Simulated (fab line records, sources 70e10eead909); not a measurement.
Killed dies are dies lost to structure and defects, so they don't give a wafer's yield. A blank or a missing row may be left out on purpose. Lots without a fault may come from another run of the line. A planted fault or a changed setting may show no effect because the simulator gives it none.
fab line records | flow nand_harc
record lots=12 wafers=36 last_day=24
route steps=1159 shown A_STAIRCASE@659 END@1159
lots that met no fault: from a run of the same line without faults
start_h: hours from the record's first day to the start of the lot's first wafer shown | wait_h: hours since the lot's step before | " the same as in the row above | L1.1+2: a row that stands for several wafers | - no value, or no start given | * or withheld: withheld | < > ~ a bound
route shown NAME@n: a module of which the file shows steps, and the number in the route of the first | usual: mean/standard deviation of fault-free wafers | same: alike in all rows | chamber/n: place in a boat | sites: the reading at each site | _std_site: their standard deviation | _edge_site: outer sites' mean less inner sites' | radius_mm: how far each site lies from the wafer's centre | mask NAME#n: copy n | behind: the tool/chamber that last shaped the wafer | hold: why the lot was held/for how many hours/how that ended | device: the transistor (n, p or np) that didn't switch | end of line: the same wafers' tests at the end of the route | a step without rows: its recipe alone | killed: dies lost to structure and defects at the first sort, not the wafer's yield | map: a wafer's dies, x killed, . not, _ none there
set.NAME: the setting as run; set.NAME@STEP: as run at that earlier step | model.NAME: the simulator's own value behind a step, which no gauge read
steps of the route over a sample of lots; a table a step, a row a wafer
services: from which hour (start_h, from the record's first day; less than 0 if before it) a tool's chamber was out of use, for how many hours, and why
## steps
# step NHARC_A_STAIRCASE_EXPOSE_286
# recipe na=0.5 dose_mj=25.01 mask_id=CHOP_100
# usual exposure_dose_mJ_cm2=25.012/0.023
# columns lot.wafer tool chamber start_h wait_h mask exposure_dose_mJ_cm2
L615.1 krf_scanner-04 0 256.38 - CHOP_100#0 25.035
L615.3 " 0 " " CHOP_100#0 25.035
L615.6 " 0 " " CHOP_100#0 25.009
L617.2 krf_scanner-04 0 265.31 - CHOP_100#0 25.063
L617.4 " 0 " " CHOP_100#0 25.032
L617.5 " 0 " " CHOP_100#0 25.036
L619.1 krf_scanner-04 0 272.97 - CHOP_100#0 24.968
L619.4 " 0 " " CHOP_100#0 25.015
L619.6 " 0 " " CHOP_100#0 25.025
L616.3 krf_scanner-04 0 279.54 - CHOP_100#0 25.019
L616.5 " 0 " " CHOP_100#0 25.000
L616.6 " 0 " " CHOP_100#0 25.022
L621.1 krf_scanner-01 0 279.95 - CHOP_100#0 24.994
L621.2 " 0 " " CHOP_100#0 25.025
L621.6 " 0 " " CHOP_100#0 25.021
L620.1 krf_scanner-02 0 281.29 - CHOP_100#0 24.995
L620.4 " 0 " " CHOP_100#0 24.989
L620.6 " 0 " " CHOP_100#0 24.983
L623.3 krf_scanner-02 0 303.46 - CHOP_100#0 25.012
L623.4 " 0 " " CHOP_100#0 24.971
L623.6 " 0 " " CHOP_100#0 24.983
L624.1 krf_scanner-02 0 308.79 - CHOP_100#0 25.034
L624.5 " 0 " " CHOP_100#0 25.054
L624.6 " 0 " " CHOP_100#0 25.040
L625.1 krf_scanner-02 0 316.54 - CHOP_100#0 24.999
L625.5 " 0 " " CHOP_100#0 24.990
L625.6 " 0 " " CHOP_100#0 24.987
L633.1 krf_scanner-04 0 356.37 - CHOP_100#0 18.702
L633.4 " 0 " " CHOP_100#0 18.682
L633.5 " 0 " " CHOP_100#0 18.689
L635.1 krf_scanner-04 0 364.84 - CHOP_100#0 18.698
L635.2 " 0 " " CHOP_100#0 18.697
L635.3 " 0 " " CHOP_100#0 18.647
L638.1 krf_scanner-01 0 399.42 - CHOP_100#0 25.024
L638.5 " 0 " " CHOP_100#0 25.010
L638.6 " 0 " " CHOP_100#0 25.021
# step NHARC_A_STAIRCASE_DESCUM_291
# recipe time_s=3 o2_flow_sccm=200 ar_flow_sccm=0 bias_power_w=0 chemistry=O2
# usual drypump_motor_current_A=5.7/0.32 oes_product_au=1.004/0.0097 rf_vpp_V=57.7/0.95 showerhead_plenum_p_Torr=1.88/0.091 throttle_valve_pct=11.311/0.0091
# columns lot.wafer tool chamber start_h wait_h drypump_motor_current_A oes_product_au rf_hours_counter_h rf_vpp_V showerhead_plenum_p_Torr throttle_valve_pct
L615.3 rie_diel-02 1 256.76 - 6.0 1.009 35 56.7 1.89 11.303
L615.1 " 3 " " 5.6 1.026 37 58.0 1.94 11.297
L615.6 " 1 " " 6.0 1.004 - 57.6 1.89 11.328
L617.2 rie_diel-11 3 265.69 - 5.4 0.997 19 58.3 2.00 11.290
L617.4 " 1 " " 5.6 0.991 22 58.2 1.80 11.306
L617.5 " 3 " " 5.4 1.000 - 58.0 2.00 11.292
L619.1 rie_diel-05 0 273.36 - 5.6 0.984 36 57.0 1.83 11.302
L619.4 " 2 " " 5.5 0.993 41 59.0 1.94 11.314
L619.6 " 3 " " 5.5 0.985 - 57.8 1.99 11.313
L616.3 rie_diel-02 1 279.91 - 6.0 1.005 43 56.9 1.89 11.314
L616.6 " 1 " " 6.0 1.008 - 57.6 1.89 11.316
L616.5 " 2 " " 5.9 1.019 - 56.5 1.80 11.325
L621.2 rie_diel-11 0 280.34 - 6.1 1.008 23 57.5 1.82 11.302
L621.1 " 1 " " 5.6 0.993 26 57.3 1.80 11.306
L621.6 " 0 " " 6.1 1.008 - 56.4 1.83 11.307
L620.4 rie_diel-02 2 281.68 - 5.8 1.007 43 56.3 1.80 11.316
L620.1 " 3 " " 5.7 1.012 47 60.1 1.93 11.296
L620.6 " 1 " " 6.0 1.001 - 55.4 1.89 11.306
L623.4 rie_diel-05 1 303.84 - 5.7 1.001 45 59.5 1.96 11.311
L623.3 " 3 " " 5.6 0.995 48 57.4 1.99 11.302
L623.6 " 1 " " 5.7 1.011 - 58.1 1.96 11.309
L624.1 rie_diel-11 2 309.18 - 5.9 1.004 38 56.8 1.82 11.302
L624.6 " 2 " " 5.9 0.998 - 56.8 1.82 11.307
L624.5 " 3 " " 5.4 0.982 - 59.6 1.99 11.299
L625.1 rie_diel-02 0 316.94 - 5.1 1.019 61 57.2 1.77 11.318
L625.6 " 1 " " 6.0 1.022 - 58.5 1.89 11.323
L625.5 " 2 " " 5.8 1.018 - 57.3 1.79 11.312
L633.1 rie_diel-02 1 356.75 - 6.1 0.993 8 58.3 1.88 11.312
L633.4 " 2 " " 5.8 0.985 9 56.6 1.79 11.307
L633.5 " 1 " " 6.0 0.990 - 58.3 1.88 11.312
L635.2 rie_diel-02 2 365.22 - 5.8 1.001 11 56.6 1.79 11.321
L635.3 " 3 " " 5.7 1.005 11 57.5 1.92 11.304
L635.1 " 0 " " 5.1 1.013 10 59.3 2.07 11.328
L638.1 rie_diel-02 2 399.79 - 5.8 1.014 18 56.7 1.79 11.293
L638.6 " 2 " " 5.8 1.006 - 58.0 1.79 11.302
L638.5 " 3 " " 5.7 0.998 - 57.1 1.92 11.305
# step NHARC_A_STAIRCASE_ETCH_292
# recipe cf4_flow_sccm=100 chf3_flow_sccm=30 ar_flow_sccm=0 rf_w=500 bias_w=200 chemistry=CF4/CHF3
# usual cf4_flow_sccm=100.03/0.26 drypump_motor_current_A=5.7/0.33 oes_product_au=0.955/0.021 rf_vpp_V=369.7/2.5 showerhead_plenum_p_Torr=1.55/0.071 throttle_valve_pct=16.802/0.0091
# columns lot.wafer tool chamber start_h wait_h cf4_flow_sccm drypump_motor_current_A oes_product_au rf_hours_counter_h rf_vpp_V showerhead_plenum_p_Torr throttle_valve_pct
L615.1 rie_diel-02 3 256.86 0.1 100.38 5.7 0.995 37 369.9 1.59 16.801
L615.3 " 0 " " 99.98 5.1 0.975 38 366.0 1.46 16.800
L615.6 " 1 " " 100.05 6.0 0.969 - 368.4 1.56 16.795
L617.2 rie_diel-11 3 265.80 0.1 99.76 5.4 0.938 19 371.9 1.64 16.798
L617.4 " 1 " " 99.90 5.7 0.924 22 367.9 1.48 16.805
L617.5 " 3 " " 100.22 5.4 0.937 - 371.9 1.64 16.803
L619.1 rie_diel-05 1 273.44 0.1 99.81 5.7 0.932 36 371.9 1.61 16.799
L619.4 " 3 " " 99.96 5.5 0.912 40 370.2 1.63 16.803
L619.6 " 2 " " 99.63 5.5 0.922 - 371.3 1.60 16.797
L616.3 rie_diel-02 2 280.01 0.1 100.12 5.9 0.961 42 367.2 1.48 16.809
L616.5 " 0 " " 100.36 5.1 0.980 - 367.1 1.46 16.793
L616.6 " 1 " " 99.65 6.1 0.977 - 370.9 1.56 16.803
L621.1 rie_diel-11 0 280.43 0.1 99.97 6.1 0.969 23 367.7 1.50 16.794
L621.2 " 1 " " 99.82 5.6 0.950 26 366.7 1.48 16.797
L621.6 " 1 " " 99.75 5.6 0.952 - 366.1 1.48 16.806
L620.1 rie_diel-02 0 281.75 0.1 99.51 5.1 0.970 47 366.9 1.46 16.814
L620.4 " 2 " " 100.00 5.8 0.981 43 367.9 1.48 16.813
L620.6 " 0 " " 100.26 5.1 0.966 - 367.3 1.46 16.812
L623.3 rie_diel-05 0 303.92 0.1 100.14 5.6 0.937 42 368.9 1.51 16.799
L623.4 " 2 " " 100.19 5.5 0.949 50 370.0 1.60 16.803
L623.6 " 0 " " 100.03 5.6 0.942 - 368.4 1.51 16.791
L624.1 rie_diel-11 1 309.43 0.2 100.16 5.6 0.942 35 366.7 1.48 16.816
L624.6 " 0 " " 99.87 6.2 0.950 - 368.1 1.50 16.791
L624.5 " 1 " " 100.09 5.6 0.935 - 367.3 1.48 16.804
L625.1 rie_diel-02 2 317.00 0.1 99.83 5.8 0.943 57 367.0 1.48 16.802
L625.5 " 2 " " 99.39 5.8 0.941 - 367.4 1.48 16.797
L625.6 " 3 " " 100.01 5.6 0.940 - 370.9 1.59 16.807
L633.1 rie_diel-02 0 356.84 0.1 100.38 5.1 0.983 8 375.6 1.70 16.806
L633.4 " 2 " " 100.16 5.9 0.963 9 367.1 1.48 16.812
L633.5 " 0 " " 100.84 5.1 0.990 - 374.8 1.70 16.803
L635.3 rie_diel-02 2 365.30 0.1 100.65 5.8 0.917 11 368.6 1.48 16.814
L635.2 " 0 " " 100.37 5.1 0.948 10 374.1 1.70 16.809
L635.1 " 1 " " 100.59 6.0 0.930 10 369.9 1.55 16.797
L638.1 rie_diel-02 1 399.93 0.1 100.03 6.0 0.931 22 369.6 1.54 16.796
L638.6 " 0 " " 100.15 5.1 0.943 - 373.6 1.69 16.800
L638.5 " 1 " " 100.10 6.0 0.917 - 369.5 1.54 16.802
# step NHARC_A_STAIRCASE_ETCH_294
# recipe target_depth_a=49920 time_s=1212.4 ion_energy_ev=800 c4f8_flow_sccm=80 o2_flow_sccm=60 ar_flow_sccm=withheld rf_w=600 bias_w=3000 chemistry=C4F8/O2/Ar
# usual oes_product_au=0.939/0.012 rf_vpp_V=1822/11
# columns lot.wafer tool chamber start_h wait_h oes_product_au rf_hours_counter_h rf_vpp_V
L615.1 rie_diel-02 2 - - 0.959 34 1811
L615.3 " 3 " " 0.958 37 1830
L615.6 " 1 " " 0.925 - 1823
L617.4 rie_diel-11 3 - - 0.933 19 1837
L617.2 " 2 " " 0.927 24 1817
L617.5 " 3 " " 0.929 - 1837
L619.1 rie_diel-05 3 - - 0.928 40 1835
L619.4 " 0 " " 0.918 36 1817
L619.6 " 2 " " 0.928 - 1830
L616.3 rie_diel-02 1 - - 0.955 43 1824
L616.6 " 2 " " 0.950 - 1812
L616.5 " 3 " " 0.965 - 1831
L621.2 rie_diel-11 0 - - 0.945 23 1815
L621.1 " 2 " " 0.935 28 1815
L621.6 " 1 " " 0.928 - 1813
L620.4 rie_diel-02 1 - - 0.931 43 1824
L620.1 " 2 " " 0.940 43 1812
L620.6 " 1 " " 0.939 - 1824
L623.4 rie_diel-05 0 - - 0.918 42 1814
L623.3 " 3 " " 0.931 48 1835
L623.6 " 0 " " 0.922 - 1816
L624.1 rie_diel-11 1 - - 0.931 36 1812
L624.5 " 1 " " 0.926 - 1812
L624.6 " 2 " " 0.917 - 1815
L625.1 rie_diel-02 2 - - 0.952 57 1811
L625.5 " 3 " " 0.953 - 1828
L625.6 " 0 " " 0.947 - 1808
L633.1 rie_diel-02 3 - - 0.946 9 1828
L633.4 " 0 " " 0.958 8 1846
L633.5 " 3 " " 0.951 - 1828
L635.2 rie_diel-02 0 - - 0.950 12 1846
L635.1 " 2 " " 0.927 12 1810
L635.3 " 3 " " 0.932 12 1829
L638.1 rie_diel-02 2 - - 0.925 19 1808
L638.5 " 1 " " 0.933 - 1823
L638.6 " 2 " " 0.939 - 1810
# step NHARC_END_SORT_01
# recipe temp_c=25
# usual killed_at_array=29/11 killed_at_other=0.7/1.1 killed_at_periphery=3.1/2 killed_dies=33/11 killed_open=3.5/1.8 killed_short=2.0/1.4
# same gross_dies=677
# columns lot.wafer tool chamber start_h wait_h killed_at_array killed_at_other killed_at_periphery killed_dies killed_open killed_short
L620.1 prober-01 0 488.01 2.5 8 3 3 14 2 1
L620.4 prober-01 0 490.40 3.4 11 3 5 19 5 2
L620.6 prober-01 0 491.99 4.0 10 1 9 20 3 3
L623.3 prober-01 0 497.36 3.1 30 0 0 30 7 1
L623.4 prober-01 0 498.15 3.4 23 0 2 25 1 0
L623.6 prober-01 0 499.74 4.0 24 0 3 27 8 0
L633.1 prober-02 0 561.53 2.5 19 2 2 23 5 3
L633.4 prober-02 0 563.93 3.4 8 0 0 8 1 1
L633.5 prober-02 0 564.73 3.7 15 1 2 18 1 1
L635.1 prober-01 0 562.23 2.5 40 2 0 42 0 3
L635.2 prober-01 0 563.03 2.8 37 1 2 40 6 2
L635.3 prober-01 0 563.84 3.1 47 2 0 49 5 1
L638.1 prober-02 0 578.86 2.5 25 0 0 25 2 2
L638.5 prober-02 0 582.02 3.7 23 0 1 24 2 0
L638.6 prober-02 0 582.81 3.9 24 0 0 24 3 0
# killed by level:class
L620.1 A_CHANNEL_HOLE_D1:chamber_film_flake=3 THIN_TSV:chamber_film_flake=3 A_STAIRCASE:chamber_film_flake=2 P_CONTACT:geometric_particle:open=1 P_M0:geometric_particle:short=1 A_M0:geometric_particle:open=1 P_BONDPAD:chamber_film_flake=1 A_CONTACT:chamber_film_flake=1
L620.4 P_M1:chamber_film_flake=3 A_CHANNEL_HOLE_D1:chamber_film_flake=3 THIN_TSV:chamber_film_flake=3 A_CONTACT:geometric_particle:open=2 A_STAIRCASE:chamber_film_flake=2 P_M0:geometric_particle:open=1 A_CHANNEL_FILL_D1:geometric_particle:short=1 A_WL_FILL:geometric_particle:short=1
L620.6 P_BONDPAD:chamber_film_flake=5 A_STAIRCASE:chamber_film_flake=4 A_CONTACT:geometric_particle:open=2 A_BLC:chamber_film_flake=2 P_GATE:geometric_particle:open=1 P_CONTACT:geometric_particle:short=1 A_CONTACT:geometric_particle:short=1 A_M1:geometric_particle:short=1
L623.3 A_CHANNEL_HOLE_D1:chamber_film_flake=17 A_CONTACT:chamber_film_flake=3 A_SGD_CUT:geometric_particle:open=2 A_CONTACT:geometric_particle:open=2 A_M0:geometric_particle:open=2 A_STAIRCASE:chamber_film_flake=2 A_ONON_D1:geometric_particle:short=1 A_ONON_D1:geometric_particle:open=1
L623.4 A_CHANNEL_HOLE_D1:chamber_film_flake=17 A_STAIRCASE:chamber_film_flake=4 A_M0:geometric_particle:open=1 P_ZERO_WELL:chamber_film_flake=1 P_STI:chamber_film_flake=1 A_CONTACT:chamber_film_flake=1
L623.6 A_CHANNEL_HOLE_D1:chamber_film_flake=15 A_ONON_D1:geometric_particle:open=2 A_SGD_CUT:geometric_particle:open=2 P_ZERO_WELL:chamber_film_flake=2 P_CONTACT:geometric_particle:open=1 A_CONTACT:geometric_particle:open=1 A_M0:geometric_particle:open=1 A_M1:geometric_particle:open=1
L633.1 A_CHANNEL_HOLE_D1:chamber_film_flake=6 A_STAIRCASE:chamber_film_flake=5 A_CHANNEL_FILL_D1:geometric_particle:open=3 A_M0:geometric_particle:short=2 THIN_TSV:chamber_film_flake=2 P_GATE:geometric_particle:open=1 A_ONON_D1:geometric_particle:open=1 A_ONON_D1:geometric_particle:short=1
L635.1 A_CHANNEL_HOLE_D1:chamber_film_flake=25 A_CONTACT:chamber_film_flake=7 A_STAIRCASE:chamber_film_flake=5 A_ONON_D1:geometric_particle:short=1 A_SLIT:geometric_particle:short=1 STARTING-WAFER:geometric_particle:short=1 A_SLIT:chamber_film_flake=1 THIN_TSV:chamber_film_flake=1
L635.2 A_CHANNEL_HOLE_D1:chamber_film_flake=25 A_CONTACT:chamber_film_flake=4 A_M1:geometric_particle:open=2 P_GATE:geometric_particle:open=1 A_CHANNEL_FILL_D1:geometric_particle:open=1 A_CHANNEL_FILL_D1:geometric_particle:short=1 A_SGD_CUT:geometric_particle:short=1 A_SGD_CUT:geometric_particle:open=1
L635.3 A_CHANNEL_HOLE_D1:chamber_film_flake=31 A_CONTACT:chamber_film_flake=6 A_STAIRCASE:chamber_film_flake=2 A_SLIT:chamber_film_flake=2 A_ONON_D1:geometric_particle:open=1 A_CHANNEL_FILL_D1:geometric_particle:open=1 A_CHANNEL_FILL_D1:geometric_particle:short=1 A_SGD_CUT:geometric_particle:open=1
L633.4 A_CHANNEL_HOLE_D1:chamber_film_flake=3 A_STAIRCASE:chamber_film_flake=3 A_CHANNEL_FILL_D1:geometric_particle:open=1 A_CONTACT:geometric_particle:short=1
L633.5 A_CHANNEL_HOLE_D1:chamber_film_flake=10 P_GATE:chamber_film_flake=2 A_STAIRCASE:chamber_film_flake=2 A_BLC:geometric_particle:open=1 A_M0:geometric_particle:short=1 A_ZERO_WELL:chamber_film_flake=1 THIN_TSV:chamber_film_flake=1
L638.1 A_CHANNEL_HOLE_D1:chamber_film_flake=14 A_CONTACT:chamber_film_flake=5 A_ONON_D1:geometric_particle:short=2 A_SOURCE_PLATE:geometric_particle:open=1 A_ONON_D1:geometric_particle:open=1 A_CHANNEL_FILL_D1:chamber_film_flake=1 A_SGD_CUT:chamber_film_flake=1
L638.5 A_CHANNEL_HOLE_D1:chamber_film_flake=11 A_CONTACT:chamber_film_flake=5 A_WL_FILL:chamber_film_flake=2 A_CHANNEL_FILL_D1:geometric_particle:open=1 A_M0:geometric_particle:open=1 P_STI:chamber_film_flake=1 A_ZERO_WELL:chamber_film_flake=1 A_CHANNEL_FILL_D1:chamber_film_flake=1
L638.6 A_CHANNEL_HOLE_D1:chamber_film_flake=11 A_CONTACT:chamber_film_flake=6 A_CHANNEL_FILL_D1:chamber_film_flake=2 A_WL_FILL:chamber_film_flake=2 A_ONON_D1:geometric_particle:open=1 A_CHANNEL_FILL_D1:geometric_particle:open=1 A_CONTACT:geometric_particle:open=1
## services
# columns tool chamber start_h hours kind
rie_diel-02 0 233.39 - clean
rie_diel-02 1 233.39 - clean
rie_diel-02 2 233.39 - clean
krf_scanner-01 - 256.00 4.0 pm
rie_diel-02 2 274.32 1.4 repair
rie_diel-11 3 278.25 3.4 repair
rie_diel-05 0 294.72 5.7 repair
krf_scanner-04 - 298.00 4.0 pm
rie_diel-02 0 303.23 3.9 repair
rie_diel-05 1 305.50 14.4 repair
rie_diel-11 3 319.62 27.1 repair
rie_diel-11 2 319.79 1.4 repair
rie_diel-02 - 327.82 9.0 pm
krf_scanner-02 - 336.38 0.3 repair
rie_diel-05 - 340.70 9.0 pm
krf_scanner-02 - 344.11 5.1 repair
krf_scanner-01 - 348.27 1.2 repair
rie_diel-05 - 352.65 0.9 repair
rie_diel-11 - 367.18 9.0 pm
rie_diel-05 3 381.74 12.5 repair
krf_scanner-02 - 382.00 4.0 pm
krf_scanner-01 - 382.61 0.2 repair
krf_scanner-04 - 392.79 0.3 repair
rie_diel-02 2 393.04 4.7 repair
## key
first_sign step=NHARC_A_STAIRCASE_EXPOSE_286 reading=exposure_dose_mJ_cm2 direction=down sigmas=99+ usual=25.012 struck=18.686
effect none on later readings
met_at NHARC_A_STAIRCASE_EXPOSE_286
struck_lots L633,L635
tester_left_out L633,L635
not_acting_at NHARC_A_STAIRCASE_DESCUM_291,NHARC_A_STAIRCASE_ETCH_292,NHARC_A_STAIRCASE_ETCH_294
onset_between 279.54 356.37
fault kind=process_parameter_drift tool=krf_scanner-04 chamber=- onset_h=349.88 steps=NHARC_A_STAIRCASE_EXPOSE_286 channel=dose_mj offset=-6.3402 shape=step acts_in=these_recipes_only stated=25.01
# tester_left_out: of these lots the tester's yield and bins aren't shown, on N5 and GAA mostly nor the transistor test; their killed dies are dies lost to structure and defects alone, not to doping, threshold or leakage, so they don't give the yield
